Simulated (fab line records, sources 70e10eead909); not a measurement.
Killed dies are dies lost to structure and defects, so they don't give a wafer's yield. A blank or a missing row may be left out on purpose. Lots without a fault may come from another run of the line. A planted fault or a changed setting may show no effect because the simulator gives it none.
Chamber matching | flow nand_harc | NHARC_A_M0_PRE_CLEAN_31 on pecvd-04: 3 sister chambers
The step time 12 s. 6 wafers are shown with their chamber, then 7 later ones without.

WAFERS WITH THEIR CHAMBER
wafer  | chamber | heater_power_w (W)
L085.2 | 2       | 683
L088.6 | 1       | 619
L089.5 | 2       | 763
L089.6 | 0       | 509
L092.2 | 1       | 585
L092.4 | 0       | 535

WAFERS WITHOUT THEIR CHAMBER
wafer  | heater_power_w (W)
L092.6 | 592
L095.1 | 525
L095.3 | 752
L095.6 | 627
L093.1 | 566
L093.2 | 569
L093.6 | 570

WHICH CHAMBER EACH WENT THROUGH
wafer  | from the rows above     | in truth
L092.6 | can't be placed: 1 or 0 | 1
L095.1 | can't be placed: 0 or 1 | 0
L095.3 | 2                       | 2
L095.6 | can't be placed: 1 or 2 | 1
L093.1 | can't be placed: 1 or 0 | 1
L093.2 | can't be placed: 1 or 0 | 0
L093.6 | can't be placed: 1 or 0 | 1
Placed correctly: 1 of 7. Can't be placed from these rows: 6 (the true chamber is among the candidates in 6). Placed wrongly: 0.
How it was worked out, from the rows above alone: a wafer's distance from a chamber is the root of the sum, over the readings, of the square of ((its reading less the chamber's mean) divided by the reading's scatter). The wafer belongs to the nearest chamber; if the next one is less than 2 further off, it can't be placed. A chamber's mean is the mean of its shown wafers. The scatter: the root of (the sum of the squares of (reading less its chamber's mean) over the shown wafers, divided by (wafers less chambers)).
